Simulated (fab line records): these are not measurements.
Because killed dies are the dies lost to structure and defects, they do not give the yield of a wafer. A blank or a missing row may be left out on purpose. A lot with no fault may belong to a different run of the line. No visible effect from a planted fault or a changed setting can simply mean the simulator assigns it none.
A sampling plan put to the test    flow n5-finfet    one fab line, 73 faults that these records tell of, each judged on the records of the lots that it struck; 1 more is left out, because the records don't allow judging it
The plan is the line's own looks: the steps of the route at which a gauge or an inspection reads the wafer and doesn't change it. A look is open to judgement when struck wafers have a number at it and the file gives its usual mean and standard deviation on fault-free wafers. Caught: at a look after the fault's first step, the mean of the struck wafers lies 4 or more of those standard deviations (sigma) from the usual mean. On the tool: the identical test, applied to the tool's own readings at the steps of the fault. Also counted as caught: the struck wafers showing another recipe, or a record that is empty for them alone.

## THE FAULTS, as the simulator had put them in
1. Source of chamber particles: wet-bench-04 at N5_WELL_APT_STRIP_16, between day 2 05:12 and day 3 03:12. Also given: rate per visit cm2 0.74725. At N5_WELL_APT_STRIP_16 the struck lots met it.
2. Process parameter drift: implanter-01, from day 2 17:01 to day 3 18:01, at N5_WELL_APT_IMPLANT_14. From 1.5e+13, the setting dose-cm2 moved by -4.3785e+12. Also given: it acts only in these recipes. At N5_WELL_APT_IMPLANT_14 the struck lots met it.
3. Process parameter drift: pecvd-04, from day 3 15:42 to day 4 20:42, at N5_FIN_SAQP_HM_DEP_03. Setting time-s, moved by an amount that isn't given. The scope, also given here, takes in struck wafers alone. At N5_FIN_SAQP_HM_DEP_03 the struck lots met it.
4. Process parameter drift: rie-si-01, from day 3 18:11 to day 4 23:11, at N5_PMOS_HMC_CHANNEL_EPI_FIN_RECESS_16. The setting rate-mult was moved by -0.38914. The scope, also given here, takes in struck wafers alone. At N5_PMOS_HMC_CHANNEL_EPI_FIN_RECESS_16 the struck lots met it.
5. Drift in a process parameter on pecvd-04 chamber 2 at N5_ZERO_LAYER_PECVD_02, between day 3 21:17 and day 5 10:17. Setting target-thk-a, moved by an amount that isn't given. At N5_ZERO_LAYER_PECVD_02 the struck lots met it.
6. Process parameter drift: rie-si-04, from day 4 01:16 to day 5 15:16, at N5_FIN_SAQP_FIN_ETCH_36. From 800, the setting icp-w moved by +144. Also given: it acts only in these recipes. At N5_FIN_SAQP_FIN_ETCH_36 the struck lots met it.
7. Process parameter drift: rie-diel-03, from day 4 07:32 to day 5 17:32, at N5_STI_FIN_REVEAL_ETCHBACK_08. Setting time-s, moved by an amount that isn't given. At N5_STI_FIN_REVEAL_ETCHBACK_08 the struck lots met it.
8. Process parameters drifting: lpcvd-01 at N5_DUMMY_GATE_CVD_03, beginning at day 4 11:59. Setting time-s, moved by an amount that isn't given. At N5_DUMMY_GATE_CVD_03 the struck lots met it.
9. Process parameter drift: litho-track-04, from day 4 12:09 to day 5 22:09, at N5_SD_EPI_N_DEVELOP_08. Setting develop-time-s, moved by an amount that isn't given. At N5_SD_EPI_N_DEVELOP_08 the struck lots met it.
10. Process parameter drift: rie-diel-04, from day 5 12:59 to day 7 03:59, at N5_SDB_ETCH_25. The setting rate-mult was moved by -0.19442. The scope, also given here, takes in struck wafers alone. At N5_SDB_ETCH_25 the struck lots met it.
11. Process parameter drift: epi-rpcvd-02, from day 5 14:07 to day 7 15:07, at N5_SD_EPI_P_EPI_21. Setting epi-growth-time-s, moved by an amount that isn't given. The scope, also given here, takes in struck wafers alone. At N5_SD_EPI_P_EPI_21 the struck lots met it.
12. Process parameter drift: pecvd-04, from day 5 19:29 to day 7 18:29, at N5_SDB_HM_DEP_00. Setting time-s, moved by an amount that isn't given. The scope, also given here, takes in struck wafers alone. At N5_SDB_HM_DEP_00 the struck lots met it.
13. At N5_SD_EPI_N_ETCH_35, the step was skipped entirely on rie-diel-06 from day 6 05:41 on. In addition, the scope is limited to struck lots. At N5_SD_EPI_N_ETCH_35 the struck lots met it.
14. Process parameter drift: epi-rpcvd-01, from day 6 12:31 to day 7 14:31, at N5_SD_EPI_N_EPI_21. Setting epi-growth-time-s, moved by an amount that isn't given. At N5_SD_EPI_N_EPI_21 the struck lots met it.
15. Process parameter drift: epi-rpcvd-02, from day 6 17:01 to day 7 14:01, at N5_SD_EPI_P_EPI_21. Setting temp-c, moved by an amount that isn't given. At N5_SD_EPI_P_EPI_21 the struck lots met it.
16. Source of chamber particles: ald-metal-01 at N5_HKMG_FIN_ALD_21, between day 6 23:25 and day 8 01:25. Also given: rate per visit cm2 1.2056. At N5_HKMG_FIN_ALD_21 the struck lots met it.
17. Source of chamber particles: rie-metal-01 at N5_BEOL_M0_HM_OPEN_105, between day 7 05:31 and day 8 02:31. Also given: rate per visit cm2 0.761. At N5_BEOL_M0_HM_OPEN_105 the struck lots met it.
18. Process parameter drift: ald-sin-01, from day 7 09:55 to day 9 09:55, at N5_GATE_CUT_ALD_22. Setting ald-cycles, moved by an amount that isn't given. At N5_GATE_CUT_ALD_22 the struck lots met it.
19. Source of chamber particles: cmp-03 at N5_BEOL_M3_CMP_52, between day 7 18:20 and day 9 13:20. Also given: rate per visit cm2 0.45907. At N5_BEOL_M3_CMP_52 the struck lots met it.
20. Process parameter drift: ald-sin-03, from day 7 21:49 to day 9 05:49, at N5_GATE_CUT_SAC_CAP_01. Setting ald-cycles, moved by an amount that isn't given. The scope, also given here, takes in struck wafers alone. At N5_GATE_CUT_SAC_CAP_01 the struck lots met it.
21. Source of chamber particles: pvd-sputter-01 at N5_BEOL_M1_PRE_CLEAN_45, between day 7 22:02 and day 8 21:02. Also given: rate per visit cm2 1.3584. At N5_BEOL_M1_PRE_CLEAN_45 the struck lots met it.
22. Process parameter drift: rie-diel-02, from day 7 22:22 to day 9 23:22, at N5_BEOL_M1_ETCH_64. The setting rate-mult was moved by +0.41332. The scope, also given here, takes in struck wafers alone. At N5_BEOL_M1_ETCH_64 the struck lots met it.
23. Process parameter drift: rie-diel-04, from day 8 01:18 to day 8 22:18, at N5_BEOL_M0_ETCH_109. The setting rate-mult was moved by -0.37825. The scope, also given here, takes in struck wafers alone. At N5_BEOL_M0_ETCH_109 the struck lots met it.
24. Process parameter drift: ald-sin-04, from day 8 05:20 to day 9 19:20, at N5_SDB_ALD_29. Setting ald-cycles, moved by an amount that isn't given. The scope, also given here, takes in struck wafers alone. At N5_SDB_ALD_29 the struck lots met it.
25. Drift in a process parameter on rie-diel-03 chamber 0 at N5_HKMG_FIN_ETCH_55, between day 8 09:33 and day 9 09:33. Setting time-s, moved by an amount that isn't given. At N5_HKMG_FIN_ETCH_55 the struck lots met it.
26. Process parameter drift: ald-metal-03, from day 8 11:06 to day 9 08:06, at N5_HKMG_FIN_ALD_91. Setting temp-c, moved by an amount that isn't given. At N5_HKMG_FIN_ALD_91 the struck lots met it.
27. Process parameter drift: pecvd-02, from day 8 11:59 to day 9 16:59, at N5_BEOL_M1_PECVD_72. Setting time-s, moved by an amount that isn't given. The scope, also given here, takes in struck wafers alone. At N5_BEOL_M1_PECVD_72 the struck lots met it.
28. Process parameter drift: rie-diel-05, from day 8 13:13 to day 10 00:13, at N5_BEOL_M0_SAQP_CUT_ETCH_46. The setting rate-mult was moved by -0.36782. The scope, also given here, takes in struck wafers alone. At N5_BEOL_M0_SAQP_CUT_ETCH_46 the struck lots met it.
29. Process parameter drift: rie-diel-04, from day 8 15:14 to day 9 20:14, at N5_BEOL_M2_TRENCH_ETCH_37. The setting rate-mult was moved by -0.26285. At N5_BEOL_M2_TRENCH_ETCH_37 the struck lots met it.
30. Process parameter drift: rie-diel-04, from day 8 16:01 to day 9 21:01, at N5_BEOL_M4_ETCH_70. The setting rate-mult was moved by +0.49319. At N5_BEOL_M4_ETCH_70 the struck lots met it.
31. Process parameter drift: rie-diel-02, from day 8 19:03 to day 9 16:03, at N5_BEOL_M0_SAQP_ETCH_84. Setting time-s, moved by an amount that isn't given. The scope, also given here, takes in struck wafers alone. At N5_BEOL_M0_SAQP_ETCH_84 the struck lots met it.
32. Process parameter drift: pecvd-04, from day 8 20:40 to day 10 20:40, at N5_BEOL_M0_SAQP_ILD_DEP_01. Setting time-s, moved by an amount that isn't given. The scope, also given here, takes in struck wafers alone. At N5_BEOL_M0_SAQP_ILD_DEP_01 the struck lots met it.
33. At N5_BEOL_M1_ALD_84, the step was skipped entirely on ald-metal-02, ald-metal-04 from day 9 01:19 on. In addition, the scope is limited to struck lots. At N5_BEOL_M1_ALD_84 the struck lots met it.
34. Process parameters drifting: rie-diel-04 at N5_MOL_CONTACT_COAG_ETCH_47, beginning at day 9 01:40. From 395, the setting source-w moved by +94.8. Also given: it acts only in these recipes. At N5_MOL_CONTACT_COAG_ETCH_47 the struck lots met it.
35. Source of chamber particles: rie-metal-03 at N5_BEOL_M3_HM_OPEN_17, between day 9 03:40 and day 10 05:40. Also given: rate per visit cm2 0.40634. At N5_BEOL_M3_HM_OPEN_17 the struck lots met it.
36. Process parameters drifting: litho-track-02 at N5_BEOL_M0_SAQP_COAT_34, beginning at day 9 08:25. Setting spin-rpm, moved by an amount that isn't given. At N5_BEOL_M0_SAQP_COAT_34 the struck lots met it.
37. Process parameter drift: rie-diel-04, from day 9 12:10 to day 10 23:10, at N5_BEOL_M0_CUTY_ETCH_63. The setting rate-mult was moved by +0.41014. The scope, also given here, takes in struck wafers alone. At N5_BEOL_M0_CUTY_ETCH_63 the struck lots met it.
38. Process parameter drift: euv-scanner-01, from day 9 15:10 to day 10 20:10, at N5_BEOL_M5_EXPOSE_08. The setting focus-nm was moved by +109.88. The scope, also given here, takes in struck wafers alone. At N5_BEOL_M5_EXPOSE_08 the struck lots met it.
39. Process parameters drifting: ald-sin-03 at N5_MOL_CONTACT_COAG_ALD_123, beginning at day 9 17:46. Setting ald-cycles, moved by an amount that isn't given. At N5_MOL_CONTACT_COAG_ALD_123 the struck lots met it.
40. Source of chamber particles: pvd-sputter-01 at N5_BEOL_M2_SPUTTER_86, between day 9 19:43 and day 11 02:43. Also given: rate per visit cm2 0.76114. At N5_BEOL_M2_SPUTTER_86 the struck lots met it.
41. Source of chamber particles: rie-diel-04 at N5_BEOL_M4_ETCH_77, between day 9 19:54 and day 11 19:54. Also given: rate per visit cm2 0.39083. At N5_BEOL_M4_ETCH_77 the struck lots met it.
42. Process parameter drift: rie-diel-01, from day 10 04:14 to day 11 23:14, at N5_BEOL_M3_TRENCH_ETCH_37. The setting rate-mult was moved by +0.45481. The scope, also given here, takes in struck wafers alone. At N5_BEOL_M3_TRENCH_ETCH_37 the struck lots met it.
43. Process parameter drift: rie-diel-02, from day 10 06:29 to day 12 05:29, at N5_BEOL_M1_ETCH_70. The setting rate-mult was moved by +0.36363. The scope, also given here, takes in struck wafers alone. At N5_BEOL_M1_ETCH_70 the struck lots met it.
44. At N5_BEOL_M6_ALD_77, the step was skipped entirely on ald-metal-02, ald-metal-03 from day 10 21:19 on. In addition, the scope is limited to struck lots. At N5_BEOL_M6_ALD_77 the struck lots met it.
45. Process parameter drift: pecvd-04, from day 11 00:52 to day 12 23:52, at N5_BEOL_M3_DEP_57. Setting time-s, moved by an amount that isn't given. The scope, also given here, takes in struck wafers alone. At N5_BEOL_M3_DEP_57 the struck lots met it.
46. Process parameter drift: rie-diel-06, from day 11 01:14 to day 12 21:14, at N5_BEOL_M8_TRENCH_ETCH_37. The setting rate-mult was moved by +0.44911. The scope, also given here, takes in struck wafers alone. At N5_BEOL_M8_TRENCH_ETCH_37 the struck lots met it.
47. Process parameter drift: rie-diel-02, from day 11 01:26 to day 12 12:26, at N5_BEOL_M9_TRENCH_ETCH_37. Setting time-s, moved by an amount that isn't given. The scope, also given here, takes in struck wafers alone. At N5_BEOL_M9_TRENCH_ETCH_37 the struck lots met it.
48. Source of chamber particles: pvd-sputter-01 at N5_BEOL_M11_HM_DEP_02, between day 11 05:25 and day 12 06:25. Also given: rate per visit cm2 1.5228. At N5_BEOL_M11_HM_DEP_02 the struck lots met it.
49. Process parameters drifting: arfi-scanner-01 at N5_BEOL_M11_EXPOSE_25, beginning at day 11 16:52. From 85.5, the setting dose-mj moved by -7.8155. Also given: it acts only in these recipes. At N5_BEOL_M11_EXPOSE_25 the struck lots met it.
50. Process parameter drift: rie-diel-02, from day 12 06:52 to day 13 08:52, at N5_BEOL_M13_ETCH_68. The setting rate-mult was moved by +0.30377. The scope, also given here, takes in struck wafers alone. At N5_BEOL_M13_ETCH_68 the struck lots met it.
51. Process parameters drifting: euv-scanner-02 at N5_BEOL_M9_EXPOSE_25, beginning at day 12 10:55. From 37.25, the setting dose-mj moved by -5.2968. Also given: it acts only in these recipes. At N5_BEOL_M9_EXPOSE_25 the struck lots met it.
52. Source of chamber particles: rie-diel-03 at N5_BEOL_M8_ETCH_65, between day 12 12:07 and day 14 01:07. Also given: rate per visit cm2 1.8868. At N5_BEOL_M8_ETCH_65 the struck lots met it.
53. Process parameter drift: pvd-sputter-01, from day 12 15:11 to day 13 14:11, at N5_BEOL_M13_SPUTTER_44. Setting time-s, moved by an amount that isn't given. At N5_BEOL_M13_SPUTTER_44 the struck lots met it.
54. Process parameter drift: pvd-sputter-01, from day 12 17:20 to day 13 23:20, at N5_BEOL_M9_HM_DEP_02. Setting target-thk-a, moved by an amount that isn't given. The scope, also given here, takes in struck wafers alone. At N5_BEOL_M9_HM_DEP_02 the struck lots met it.
55. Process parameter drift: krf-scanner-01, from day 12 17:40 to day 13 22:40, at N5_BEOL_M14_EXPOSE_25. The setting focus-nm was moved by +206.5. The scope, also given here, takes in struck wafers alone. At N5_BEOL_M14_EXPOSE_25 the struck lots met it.
56. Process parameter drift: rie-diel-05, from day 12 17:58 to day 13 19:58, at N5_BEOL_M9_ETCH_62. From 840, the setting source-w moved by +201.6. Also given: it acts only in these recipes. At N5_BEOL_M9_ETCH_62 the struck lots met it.
57. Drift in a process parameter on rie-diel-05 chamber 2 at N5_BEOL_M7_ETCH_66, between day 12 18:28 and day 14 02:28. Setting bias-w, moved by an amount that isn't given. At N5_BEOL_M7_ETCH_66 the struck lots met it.
58. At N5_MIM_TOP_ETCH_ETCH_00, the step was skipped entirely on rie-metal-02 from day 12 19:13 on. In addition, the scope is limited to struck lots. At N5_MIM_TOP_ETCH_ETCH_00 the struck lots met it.
59. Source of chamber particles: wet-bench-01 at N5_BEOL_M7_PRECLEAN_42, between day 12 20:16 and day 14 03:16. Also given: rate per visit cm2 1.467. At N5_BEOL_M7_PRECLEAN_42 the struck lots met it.
60. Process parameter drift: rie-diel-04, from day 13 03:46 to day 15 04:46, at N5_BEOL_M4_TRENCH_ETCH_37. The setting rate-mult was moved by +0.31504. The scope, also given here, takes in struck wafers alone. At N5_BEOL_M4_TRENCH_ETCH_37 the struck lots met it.
61. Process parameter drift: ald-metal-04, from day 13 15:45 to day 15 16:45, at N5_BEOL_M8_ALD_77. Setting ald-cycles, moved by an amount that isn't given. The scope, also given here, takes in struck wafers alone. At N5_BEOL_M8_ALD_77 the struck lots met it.
62. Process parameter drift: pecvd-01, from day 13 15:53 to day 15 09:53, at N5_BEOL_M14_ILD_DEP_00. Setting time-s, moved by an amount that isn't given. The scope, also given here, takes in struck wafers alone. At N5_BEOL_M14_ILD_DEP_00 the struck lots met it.
63. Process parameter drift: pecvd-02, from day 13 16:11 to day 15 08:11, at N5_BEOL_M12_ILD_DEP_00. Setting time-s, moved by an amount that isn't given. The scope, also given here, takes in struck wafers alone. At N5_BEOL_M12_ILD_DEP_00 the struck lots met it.
64. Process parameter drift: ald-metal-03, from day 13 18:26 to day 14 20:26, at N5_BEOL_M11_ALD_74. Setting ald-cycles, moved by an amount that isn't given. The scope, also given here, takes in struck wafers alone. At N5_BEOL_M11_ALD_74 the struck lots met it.
65. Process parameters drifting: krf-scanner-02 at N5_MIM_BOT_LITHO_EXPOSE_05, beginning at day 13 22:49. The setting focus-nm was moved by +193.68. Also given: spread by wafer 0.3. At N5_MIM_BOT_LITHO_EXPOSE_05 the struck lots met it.
66. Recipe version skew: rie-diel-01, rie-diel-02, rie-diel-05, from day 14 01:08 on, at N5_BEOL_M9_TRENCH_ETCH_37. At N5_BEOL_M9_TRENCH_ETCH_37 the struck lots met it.
67. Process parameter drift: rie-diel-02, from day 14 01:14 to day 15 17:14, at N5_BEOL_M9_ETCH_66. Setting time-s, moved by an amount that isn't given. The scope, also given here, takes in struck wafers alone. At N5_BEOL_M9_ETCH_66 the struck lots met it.
68. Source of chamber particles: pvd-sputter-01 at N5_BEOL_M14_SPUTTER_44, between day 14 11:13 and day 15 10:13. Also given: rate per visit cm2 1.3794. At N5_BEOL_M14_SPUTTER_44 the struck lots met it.
69. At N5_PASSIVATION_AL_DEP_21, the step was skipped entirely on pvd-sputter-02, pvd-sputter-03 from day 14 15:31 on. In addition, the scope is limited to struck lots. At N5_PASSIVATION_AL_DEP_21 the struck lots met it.
70. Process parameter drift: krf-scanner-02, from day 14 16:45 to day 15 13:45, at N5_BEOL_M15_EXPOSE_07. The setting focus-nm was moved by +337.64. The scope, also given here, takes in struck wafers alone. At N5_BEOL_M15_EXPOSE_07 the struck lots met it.
71. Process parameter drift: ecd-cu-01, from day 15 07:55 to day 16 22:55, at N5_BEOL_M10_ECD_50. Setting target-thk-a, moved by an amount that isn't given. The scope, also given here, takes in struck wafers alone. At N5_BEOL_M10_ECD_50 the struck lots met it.
72. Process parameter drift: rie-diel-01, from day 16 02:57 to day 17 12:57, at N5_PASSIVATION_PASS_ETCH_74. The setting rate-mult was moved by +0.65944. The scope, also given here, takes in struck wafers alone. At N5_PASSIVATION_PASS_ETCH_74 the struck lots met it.
73. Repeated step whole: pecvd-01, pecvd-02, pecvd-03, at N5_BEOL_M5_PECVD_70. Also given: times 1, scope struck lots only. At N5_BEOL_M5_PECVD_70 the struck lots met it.

## WHAT THE PLAN SAW
fault  on the tool itself                                first look that catches it                       reading, sigma                                           median hours from its first step to that look  hours from the fault's start to the first struck lot there  judged looks passed uncaught
1      no reading that can be judged                     N5_WELL_APT_INSPECT_38                           raw-defect-count +95                                     2.4                                            5                                                           0
2      dose-ions-cm2 -99 or beyond sigma                 N5_BEOL_M4_RC_MEAS_101                           RS_NWELL +36                                             156.8                                          164                                                         0
3      under 2 sigma                                     N5_FIN_SAQP_THK_MEAS_05                          thk-nm -23                                               0.1                                            11                                                          0
4      oes-product-au -13 sigma                          N5_PMOS_HMC_CHANNEL_EPI_THK_MEAS_22              HMC_CMP_THK -23                                          2.2                                            8                                                           0
5      under 2 sigma                                     none of the 2 looks that can be judged after it  strongest: CJ_N at N5_BEOL_M4_RC_MEAS_101, +3.9          -                                              -                                                           2
6      rf-fwd-power-W +58 sigma                          N5_FIN_SAQP_OCD_MEAS_76                          trench-depth-nm +4.4                                     0.2                                            15                                                          0
7      under 2 sigma                                     N5_STI_FIN_REVEAL_FIN_H_MEAS_10                  trench-depth-nm -4.4                                     3.5                                            6                                                           0
8      under 2 sigma                                     no look after it can be judged                   -                                                        -                                              -                                                           0
9      no reading that can be judged                     none of the 2 looks that can be judged after it  strongest: cd-nm at N5_SD_EPI_N_CD_MEAS_09, -2.9         -                                              -                                                           2
10     under 2 sigma                                     not the one look that can be judged after it     -                                                        -                                              -                                                           1
11     no reading that can be judged                     N5_SD_EPI_P_EPI_MEAS_23                          thk-nm -17                                               1.1                                            11                                                          0
12     under 2 sigma                                     none of the 2 looks that can be judged after it  -                                                        -                                              -                                                           2
13     the tool's record is blank for the struck wafers  no look after it can be judged                   -                                                        -                                              -                                                           0
14     no reading that can be judged                     N5_SD_EPI_N_EPI_MEAS_23                          thk-nm +6.1                                              1.5                                            5                                                           0
15     susceptor-temp-C -4.0 sigma                       not the one look that can be judged after it     -                                                        -                                              -                                                           1
16     under 2 sigma                                     no look after it can be judged                   -                                                        -                                              -                                                           0
17     under 2 sigma                                     not the one look that can be judged after it     -                                                        -                                              -                                                           1
18     under 2 sigma                                     none of the 2 looks that can be judged after it  -                                                        -                                              -                                                           2
19     under 2 sigma                                     N5_BEOL_M3_INSPECT_59                            raw-defect-count +13                                     0.7                                            4                                                           0
20     under 2 sigma                                     N5_MOL_CONTACT_COAG_THK_MEAS_29                  MD_CAP_THK -71                                           15.6                                           23                                                          0
21     under 2 sigma                                     none of the 2 looks that can be judged after it  -                                                        -                                              -                                                           2
22     only faintly: rf-fwd-power-W +2.0 sigma           N5_BEOL_M1_CD_MEAS_18                            cd-nm +5.0                                               0.3                                            31                                                          0
23     under 2 sigma                                     no look after it can be judged                   -                                                        -                                              -                                                           0
24     under 2 sigma                                     not the one look that can be judged after it     -                                                        -                                              -                                                           1
25     run-length-s +99 or beyond sigma                  not the one look that can be judged after it     -                                                        -                                              -                                                           1
26     susceptor-temp-C -99 or beyond sigma              N5_BEOL_M4_RC_MEAS_101                           IOFF_N_LONG +14                                          103.3                                          107                                                         0
27     under 2 sigma                                     none of the 5 looks that can be judged after it  -                                                        -                                              -                                                           5
28     under 2 sigma                                     not the one look that can be judged after it     -                                                        -                                              -                                                           1
29     under 2 sigma                                     N5_BEOL_M2_OCD_MEAS_38                           trench-depth-nm -14                                      0.2                                            8                                                           0
30     under 2 sigma                                     not the one look that can be judged after it     -                                                        -                                              -                                                           1
31     run-length-s -99 or beyond sigma                  no look after it can be judged                   -                                                        -                                              -                                                           0
32     under 2 sigma                                     N5_BEOL_M0_RS_MEAS_126                           M0_RS -7.6                                               14.4                                           22                                                          0
33     the tool's record is blank for the struck wafers  no look after it can be judged                   -                                                        -                                              -                                                           0
34     rf-fwd-power-W +46 sigma                          no look after it can be judged                   -                                                        -                                              -                                                           0
35     under 2 sigma                                     no look after it can be judged                   -                                                        -                                              -                                                           0
36     spin-speed-rpm +99 or beyond sigma                none of the 3 looks that can be judged after it  -                                                        -                                              -                                                           3
37     under 2 sigma                                     not the one look that can be judged after it     -                                                        -                                              -                                                           1
38     no reading that can be judged                     N5_BEOL_M5_CD_MEAS_11                            cd-nm -4.8                                               0.1                                            0                                                           0
39     under 2 sigma                                     none of the 3 looks that can be judged after it  -                                                        -                                              -                                                           3
40     under 2 sigma                                     not the one look that can be judged after it     -                                                        -                                              -                                                           1
41     under 2 sigma                                     not the one look that can be judged after it     -                                                        -                                              -                                                           1
42     oes-product-au +4.3 sigma                         N5_BEOL_M3_OCD_MEAS_38                           trench-depth-nm +26                                      0.2                                            3                                                           0
43     under 2 sigma                                     not the one look that can be judged after it     -                                                        -                                              -                                                           1
44     the tool's record is blank for the struck wafers  no look after it can be judged                   -                                                        -                                              -                                                           0
45     under 2 sigma                                     none of the 2 looks that can be judged after it  -                                                        -                                              -                                                           2
46     oes-product-au +4.0 sigma                         N5_BEOL_M8_OCD_MEAS_38                           trench-depth-nm +24                                      0.2                                            4                                                           0
47     run-length-s -14 sigma                            N5_BEOL_M9_OCD_MEAS_38                           trench-depth-nm -6.4                                     0.2                                            10                                                          0
48     under 2 sigma                                     N5_BEOL_M11_INSPECT_13                           raw-defect-count +10                                     0.6                                            1                                                           2
49     exposure-dose-mJ-cm2 -14 sigma                    N5_BEOL_M11_CD_MEAS_28                           cd-nm -5.8                                               0.1                                            6                                                           0
50     under 2 sigma                                     not the one look that can be judged after it     -                                                        -                                              -                                                           1
51     exposure-dose-mJ-cm2 -99 or beyond sigma          N5_BEOL_M9_CD_MEAS_28                            cd-nm -12                                                0.1                                            8                                                           0
52     under 2 sigma                                     no look after it can be judged                   -                                                        -                                              -                                                           0
53     under 2 sigma                                     no look after it can be judged                   -                                                        -                                              -                                                           0
54     under 2 sigma                                     N5_BEOL_M9_OCD_MEAS_38                           trench-depth-nm -11                                      3.1                                            4                                                           0
55     under 2 sigma                                     N5_BEOL_M14_CD_MEAS_28                           cd-nm +5.8                                               0.2                                            4                                                           0
56     rf-fwd-power-W +69 sigma                          none of the 2 looks that can be judged after it  -                                                        -                                              -                                                           2
57     bias-w +88 sigma                                  no look after it can be judged                   -                                                        -                                              -                                                           0
58     the tool's record is blank for the struck wafers  no look after it can be judged                   -                                                        -                                              -                                                           0
59     no reading that can be judged                     not the one look that can be judged after it     -                                                        -                                              -                                                           1
60     under 2 sigma                                     N5_BEOL_M4_OCD_MEAS_38                           trench-depth-nm +14                                      0.1                                            1                                                           0
61     under 2 sigma                                     N5_BEOL_M15_RC_MEAS_101                          SERP_M8 +4.6                                             56.5                                           57                                                          0
62     run-length-s +99 or beyond sigma                  N5_BEOL_M14_THK_MEAS_01                          M14_ILD_THK +24                                          0.2                                            20                                                          0
63     run-length-s +13 sigma                            none of the 2 looks that can be judged after it  strongest: M12_ILD_THK at N5_BEOL_M12_THK_MEAS_01, +3.3  -                                              -                                                           2
64     under 2 sigma                                     no look after it can be judged                   -                                                        -                                              -                                                           0
65     no reading that can be judged                     N5_MIM_BOT_LITHO_CD_MEAS_08                      cd-nm +8.1                                               0.2                                            12                                                          0
66     run-length-s -28 sigma                            N5_BEOL_M9_OCD_MEAS_38                           trench-depth-nm -17                                      0.2                                            0                                                           0
67     run-length-s -19 sigma                            no look after it can be judged                   -                                                        -                                              -                                                           0
68     under 2 sigma                                     no look after it can be judged                   -                                                        -                                              -                                                           0
69     the tool's record is blank for the struck wafers  no look after it can be judged                   -                                                        -                                              -                                                           0
70     under 2 sigma                                     N5_BEOL_M15_CD_MEAS_10                           cd-nm +21                                                0.2                                            3                                                           0
71     no reading that can be judged                     not the one look that can be judged after it     -                                                        -                                              -                                                           1
72     only faintly: oes-product-au +2.7 sigma           no look after it can be judged                   -                                                        -                                              -                                                           0
73     under 2 sigma                                     no look after it can be judged                   -                                                        -                                              -                                                           0
A dash: this means the fault isn't caught or the number doesn't appear in these records.

Caught at a look: 29 of 73. Caught on the tool: 25 of 73. By one or the other: 43 of 73.
Faults 13, 15, 25, 31, 33, 34, 36, 44, 56, 57, 58, 63, 67, 69 were caught on the tool alone.
Caught at a look alone: faults 1, 3, 7, 11, 14, 19, 20, 22, 29, 32, 38, 48, 54, 55, 60, 61, 65, 70.
Caught by neither: faults 5, 8, 9, 10, 12, 16, 17, 18, 21, 23, 24, 27, 28, 30, 35, 37, 39, 40, 41, 43, 45, 50, 52, 53, 59, 64, 68, 71, 72, 73.

## THINNER SAMPLING
If the look that catches a fault measured only every second or every third lot, by lot number, the first struck lot would be measured this late in the worst case:
fault  struck lots at that look, in order of time  every lot  every second lot  every third lot
1      L770, L771                                  5 h        12 h              may miss all 2
2      L406, L408                                  164 h      may miss all 2    may miss all 2
3      L936                                        11 h       may miss it       may miss it
4      L232, L233                                  8 h        14 h              may miss all 2
6      L299, L300, L301                            15 h       20 h              29 h
7      L817, L819, L821                            6 h        may miss all 3    33 h
11     L101, L104, L105                            11 h       27 h              may miss all 3
14     L135, L136                                  5 h        11 h              may miss all 2
19     L405, L408                                  4 h        31 h              may miss all 2
20     L445, L447, L448                            23 h       40 h              may miss all 3
22     L904                                        31 h       may miss it       may miss it
26     L457, L458                                  107 h      119 h             may miss all 2
29     L192, L193                                  8 h        20 h              may miss all 2
32     L687, L688, L692                            22 h       28 h              59 h
38     L536                                        0 h        may miss it       may miss it
42     L962, L964, L965                            3 h        31 h              may miss all 3
46     L720, L725                                  4 h        34 h              may miss all 2
47     L996, L998                                  10 h       may miss all 2    may miss all 2
48     L709, L711                                  1 h        may miss all 2    may miss all 2
49     L621, L622                                  6 h        15 h              may miss all 2
51     L324, L322                                  8 h        may miss all 2    may miss all 2
54     L342, L343, L346                            4 h        9 h               may miss all 3
55     L763, L764                                  4 h        24 h              may miss all 2
60     L264, L265                                  1 h        5 h               may miss all 2
61     L147, L148, L149                            57 h       75 h              85 h
62     L205, L203, L208                            20 h       42 h              may miss all 3
65     L541                                        12 h       may miss it       may miss it
66     L453, L454, L457                            0 h        1 h               may miss all 3
70     L728, L726, L729                            3 h        10 h              may miss all 3
Hours count from the start of the fault until the first struck lot that is measured. Since the struck wafers were tested as one group against 4 sigma, a single lot by itself may lie under the limit. Other struck lots may not be in these records.

## THE LONGEST TIMED WAY FROM STEP TO LOOK
For fault 2, N5_WELL_APT_IMPLANT_14 and N5_BEOL_M4_RC_MEAS_101 are separated by a median of 156.8 hours. No look between them can be judged.
